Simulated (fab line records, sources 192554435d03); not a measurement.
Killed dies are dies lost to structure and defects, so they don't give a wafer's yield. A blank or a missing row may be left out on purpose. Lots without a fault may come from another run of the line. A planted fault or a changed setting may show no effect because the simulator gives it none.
fab line records | flow n5_finfet | part 2 of 2: steps 19 to 28 of 28
record lots=5 wafers=15 last_day=15
route steps=1938 shown FIN_CUT@171 STI_FIN_REVEAL@183
lots that met no fault: from a run of the same line without faults
start_h: hours from the record's first day to the start of the lot's first wafer shown | wait_h: hours since the lot's step before | " the same as in the row above | L1.1+2: a row that stands for several wafers | - no value, or no start given | * or withheld: withheld | < > ~ a bound
route shown NAME@n: a module of which the file shows steps, and the number in the route of the first | usual: mean/standard deviation of fault-free wafers | same: alike in all rows | chamber/n: place in a boat | sites: the reading at each site | _std_site: their standard deviation | _edge_site: outer sites' mean less inner sites' | radius_mm: how far each site lies from the wafer's centre | mask NAME#n: copy n | behind: the tool/chamber that last shaped the wafer | hold: why the lot was held/for how many hours/how that ended | device: the transistor (n, p or np) that didn't switch | end of line: the same wafers' tests at the end of the route | a step without rows: its recipe alone | killed: dies lost to structure and defects at the first sort, not the wafer's yield | map: a wafer's dies, x killed, . not, _ none there
set.NAME: the setting as run; set.NAME@STEP: as run at that earlier step | model.NAME: the simulator's own value behind a step, which no gauge read
lots at some steps of the route; a table a step, a row a wafer
services: from which hour (start_h, from the record's first day; less than 0 if before it) a tool's chamber was out of use, for how many hours, and why
## steps
# step N5_STI_FIN_REVEAL_DENSIFY_30
# recipe temp_c=* time_s=* ambient=N2 idle_temp_c=600 ramp_up_c_per_s=150 ramp_down_c_per_s=60 cool_to_c=600
# usual lamp_power_pct=11.53/0.049 wafer_temp_C_max=*
# columns lot.wafer tool chamber start_h wait_h lamp_power_pct wafer_temp_C_max
L079.2 rtp_anneal-02 0 63.26 0.1 11.54 *
L079.3 " 0 " " 11.55 *
L079.5 " 0 " " 11.52 *
L080.1 rtp_anneal-01 0 70.41 0.1 11.51 *
L080.5 " 0 " " 11.40 *
L080.6 " 0 " " 11.51 *
L083.1 rtp_anneal-01 0 89.62 0.2 11.52 *
L083.3 " 0 " " 11.57 *
L083.4 " 0 " " 11.53 *
L085.1 rtp_anneal-01 0 99.66 0.1 11.58 *
L085.3 " 0 " " 11.62 *
L085.5 " 0 " " 11.56 *
L087.3 rtp_anneal-01 0 110.88 0.1 11.48 *
L087.4 " 0 " " 11.60 *
L087.6 " 0 " " 11.51 *
# step N5_STI_FIN_REVEAL_ETCHBACK_08
# recipe chemistry=C4F6/O2 target=SiO2 target_depth_a=305 time_s=10.167 ion_energy_ev=250 pressure_mtorr=30 source_w=345 bias_w=185 Ar_flow_sccm=300 C4F6_flow_sccm=10 O2_flow_sccm=10
# usual drypump_motor_current_A=5.6/0.32 oes_f_703_au=0.78/0.074 oes_product_au=0.78/0.072 rf_vpp_V=666/13 showerhead_plenum_p_Torr=2.89/0.069 throttle_valve_pct=21.2/0.33
# columns lot.wafer tool chamber start_h wait_h drypump_motor_current_A oes_f_703_au oes_product_au rf_hours_counter_h rf_vpp_V showerhead_plenum_p_Torr throttle_valve_pct
L079.2 rie_diel-03 0 63.60 0.3 5.3 0.68 0.70 208 671 2.96 21.7
L079.3 " 2 " " 6.3 0.74 0.73 161 671 2.83 21.1
L079.5 " 0 " " 5.3 0.69 0.70 - 669 2.96 21.7
L080.1 rie_diel-03 3 70.62 0.2 5.2 0.76 0.77 123 661 2.86 21.1
L080.5 " 2 " " 6.3 0.73 0.74 - 670 2.83 21.1
L080.6 " 1 " " 5.8 0.78 0.81 - 685 2.87 20.9
L083.1 rie_diel-06 3 89.84 0.2 5.1 0.77 0.73 149 635 2.99 21.7
L083.3 " 2 " " 5.5 0.85 0.86 56 676 2.88 21.2
L083.4 " 0 " " 5.9 0.90 0.87 43 651 2.77 20.8
L085.1 rie_diel-06 3 99.87 0.2 5.1 0.77 0.74 152 633 2.99 21.7
L085.3 " 0 " " 5.9 0.89 0.88 47 652 2.77 20.8
L085.5 " 2 " " 5.5 0.85 0.85 - 676 2.88 21.1
L087.3 rie_diel-03 3 111.03 0.1 5.1 0.75 0.75 138 661 2.85 21.1
L087.4 " 0 " " 5.3 0.68 0.69 226 666 2.95 21.7
L087.6 " 2 " " 6.3 0.72 0.72 - 672 2.82 21.1
# step N5_STI_FIN_REVEAL_STRIP_24
# recipe chemistry=N2/H2 time_s=90 power_w=100 temp_c=40 pressure_mtorr=100 rf_frequency_hz=6e+07 bias_power_w=3 n2_flow_sccm=300 h2_flow_sccm=300
# usual drypump_motor_current_A=5.6/0.33 oes_product_au=0.79/0.07 rf_vpp_V=45.3/0.89 showerhead_plenum_p_Torr=3.43/0.083 throttle_valve_pct=12.2/0.3
# columns lot.wafer tool chamber start_h wait_h drypump_motor_current_A oes_product_au rf_hours_counter_h rf_vpp_V showerhead_plenum_p_Torr throttle_valve_pct
L079.2 rie_diel-03 0 63.63 0.0 5.3 0.71 208 42.6 3.44 12.4
L079.3 " 2 " " 6.3 0.75 161 45.9 3.35 12.2
L079.5 " 0 " " 5.3 0.72 - 45.2 3.44 12.4
L080.1 rie_diel-03 3 70.66 0.0 5.2 0.77 123 43.5 3.41 12.2
L080.5 " 2 " " 6.3 0.75 - 45.2 3.35 12.2
L080.6 " 1 " " 5.8 0.83 - 46.0 3.40 11.9
L083.1 rie_diel-06 3 89.88 0.0 5.1 0.73 149 45.7 3.53 12.7
L083.3 " 2 " " 5.5 0.85 56 46.4 3.43 12.0
L083.4 " 0 " " 5.9 0.88 43 44.8 3.29 11.8
L085.1 rie_diel-06 3 99.90 0.0 5.1 0.73 152 45.9 3.52 12.7
L085.3 " 0 " " 5.9 0.88 47 45.4 3.29 11.8
L085.5 " 2 " " 5.5 0.85 - 44.2 3.42 12.1
L087.3 rie_diel-03 3 111.07 0.0 5.1 0.76 138 45.6 3.40 12.3
L087.4 " 0 " " 5.3 0.70 226 45.9 3.43 12.5
L087.6 " 2 " " 6.3 0.74 - 45.8 3.34 12.2
# step N5_STI_FIN_REVEAL_PRECLEAN_25
# recipe chemistry=SPM time_s=90 temp_c=120 mix=4:1
# columns lot.wafer tool chamber start_h wait_h
L079.2+3+5 wet_bench-06 3,6,4 63.75 0.1
L080.1+5+6 wet_bench-06 3,4,7 70.78 0.1
L083.1+3+4 wet_bench-06 2,5,0 90.00 0.1
L085.1+3+5 wet_bench-06 2,5,1 100.03 0.1
L087.3+4+6 wet_bench-06 0,4,7 111.19 0.1
# step N5_STI_FIN_REVEAL_PRECLEAN_26
# recipe chemistry=SC1 time_s=45 temp_c=46 mix=1:2:100
# columns lot.wafer tool chamber start_h wait_h
L079.2+3+5 wet_bench-06 3,6,4 63.78 0.0
L080.1+5+6 wet_bench-06 3,4,7 70.81 0.0
L083.1+3+4 wet_bench-06 2,5,0 90.03 0.0
L085.1+3+5 wet_bench-06 2,5,1 100.05 0.0
L087.3+4+6 wet_bench-06 0,4,7 111.22 0.0
# step N5_STI_FIN_REVEAL_PRECLEAN_29
# recipe chemistry=DHF time_s=30 temp_c=25 dilution=300:1
# columns lot.wafer tool chamber start_h wait_h
L079.2+3+5 wet_bench-06 3,6,4 63.79 0.0
L080.1+5+6 wet_bench-06 3,4,7 70.82 0.0
L083.1+3+4 wet_bench-06 2,5,0 90.04 0.0
L085.1+3+5 wet_bench-06 2,5,1 100.07 0.0
L087.3+4+6 wet_bench-06 0,4,7 111.23 0.0
# step N5_STI_FIN_REVEAL_SRD_12
# recipe time_s=30 temp_c=23 rinse_liquid=diw dry=ipa_marangoni
# columns lot.wafer tool chamber start_h wait_h
L079.2+3+5 wet_bench-06 3,6,4 63.80 0.0
L080.1+5+6 wet_bench-06 3,4,7 70.83 0.0
L083.1+3+4 wet_bench-06 2,5,0 90.05 0.0
L085.1+3+5 wet_bench-06 2,5,1 100.07 0.0
L087.3+4+6 wet_bench-06 0,4,7 111.24 0.0
# step N5_STI_FIN_REVEAL_RECESS_09
# recipe chemistry=HF/NH3 target=SiO2 afs_cycles=11 target_depth_a=425 temp_c=30 sublimation_temp_c=180 sublimation_time_s=60
# usual drypump_motor_current_A=5.6/0.56
# same afs_cycles=11
# columns lot.wafer tool chamber start_h wait_h drypump_motor_current_A
L079.2 vapor_etch-01 1 63.85 0.0 5.7
L079.3 " 1 " " 5.7
L079.5 " 0 " " 6.5
L080.1 vapor_etch-01 1 70.88 0.0 5.7
L080.5 " 1 71.94 1.1 5.7
L080.6 " 0 " " 6.5
L083.1 vapor_etch-01 1 90.09 0.0 5.7
L083.3 " 1 " " 5.7
L083.4 " 0 " " 6.5
L085.1 vapor_etch-01 0 100.12 0.0 6.5
L085.3 " 1 " " 5.7
L085.5 " 0 " " 6.4
L087.3 vapor_etch-01 1 111.82 0.6 5.7
L087.4 " 0 " " 6.5
L087.6 " 0 " " 6.5
# step N5_STI_FIN_REVEAL_STRIP_16
# recipe chemistry=H3PO4 material=SiNx temp_c=165 target_depth_a=238 overetch_fraction=0.4964 dry=ipa_marangoni
# columns lot.wafer tool chamber start_h wait_h
L079.2+3+5 wet_bench-06 1,4,3 65.46 1.1
L080.1+5+6 wet_bench-01 5,4,0 72.49 1.1
L083.1+3+4 wet_bench-06 2,4,5 91.71 1.1
L085.1+3+5 wet_bench-01 0,4,3 101.74 1.1
L087.3+4+6 wet_bench-06 2,0,3 112.90 0.6
# step N5_STI_FIN_REVEAL_PRECLEAN_17
# recipe chemistry=NF3:NH3 afs_cycles=1 temp_c=30 time_s=20 sublimation_temp_c=180 sublimation_time_s=60 pressure_torr=3 rf_power_w=30
# usual pressure_torr=3.000/0.0057
# same afs_cycles=1
# columns lot.wafer tool chamber start_h wait_h pressure_torr
L079.2 remote_plasma-02 0 65.76 0.1 3.002
L079.3 " 0 " " 2.993
L079.5 " 0 " " 3.006
L080.1 remote_plasma-01 1 72.76 0.0 3.007
L080.5 " 1 " " 3.001
L080.6 " 1 " " 3.010
L083.1 remote_plasma-02 1 91.98 0.0 3.002
L083.3 " 1 " " 3.000
L083.4 " 1 " " 3.005
L085.1 remote_plasma-01 0 102.01 0.0 3.008
L085.3 " 0 " " 3.009
L085.5 " 0 " " 3.007
L087.3 remote_plasma-02 0 113.23 0.1 2.999
L087.4 " 0 " " 2.999
L087.6 " 0 " " 2.997
## services
# columns tool chamber start_h hours kind
fcvd-02 0 34.38 - clean
fcvd-02 0 34.38 18.0 scheduled_down
fcvd-02 0 34.38 18.0 vent_cycle
rie_diel-04 - 38.56 2.8 pm
ald_sin-02 - 43.57 0.6 repair
cmp-01 - 48.27 4.0 pm
rie_si-06 - 49.33 0.2 repair
rie_diel-02 3 50.39 12.1 repair
cmp-01 - 52.27 - consumable_replace:conditioner
cmp-01 - 52.27 - consumable_replace:pad
ald_sin-04 - 52.34 0.8 repair
rie_diel-04 - 54.55 14.6 pm
rie_diel-02 3 66.11 4.3 repair
rie_diel-05 0 66.63 1.9 repair
ald_sin-04 0 68.83 2.1 repair
furnace-01 - 75.33 12.8 repair
fcvd-01 0 81.05 8.0 repair
fcvd-02 1 85.78 4.9 repair
cmp-01 - 95.58 2.7 repair
rie_diel-04 - 95.90 0.4 repair
furnace-03 - 99.54 10.4 repair
rie_si-06 3 101.48 1.8 repair
rie_diel-06 2 113.32 8.0 repair
